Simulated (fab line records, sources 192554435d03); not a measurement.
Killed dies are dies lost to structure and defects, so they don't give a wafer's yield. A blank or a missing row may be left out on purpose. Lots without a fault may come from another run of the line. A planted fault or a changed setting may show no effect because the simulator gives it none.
Chamber matching | flow n5_finfet | N5_MOL_CONTACT_COAG_ETCH_90 on rie_diel-03: 4 sister chambers
The step etches SiARC in CF4, target depth 13 nm, time 21.7 s. 4 wafers are shown with their chamber, then 8 later ones without.

WAFERS WITH THEIR CHAMBER
wafer  | chamber | throttle_valve_pct (%)
L080.1 | 3       | 15.34
L080.3 | 1       | 15.29
L080.4 | 0       | 15.62
L081.1 | 2       | 15.60

WAFERS WITHOUT THEIR CHAMBER
wafer  | throttle_valve_pct (%)
L081.4 | 15.62
L081.6 | 15.63
L083.1 | 15.36
L083.2 | 15.64
L083.3 | 15.32
L089.2 | 15.36
L089.3 | 15.36
L089.5 | 15.38

WHICH CHAMBER EACH WENT THROUGH
wafer  | from the rows above     | in truth
L081.4 | can't be placed: 0 or 2 | 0
L081.6 | can't be placed: 0 or 2 | 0
L083.1 | 3                       | 3
L083.2 | can't be placed: 0 or 2 | 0
L083.3 | can't be placed: 3 or 1 | 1
L089.2 | 3                       | 3
L089.3 | 3                       | 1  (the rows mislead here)
L089.5 | 3                       | 3
Placed correctly: 3 of 8. Can't be placed from these rows: 4 (the true chamber is among the candidates in 4). Placed wrongly: 1.
How it was worked out, from the rows above alone: a wafer's distance from a chamber is the root of the sum, over the readings, of the square of ((its reading less the chamber's mean) divided by the reading's scatter). The wafer belongs to the nearest chamber; if the next one is less than 2 further off, it can't be placed. A chamber's mean is the mean of its shown wafers. The scatter: with one shown wafer a chamber, the root of the mean of the squares of how far each hidden wafer lies from its nearest shown one.
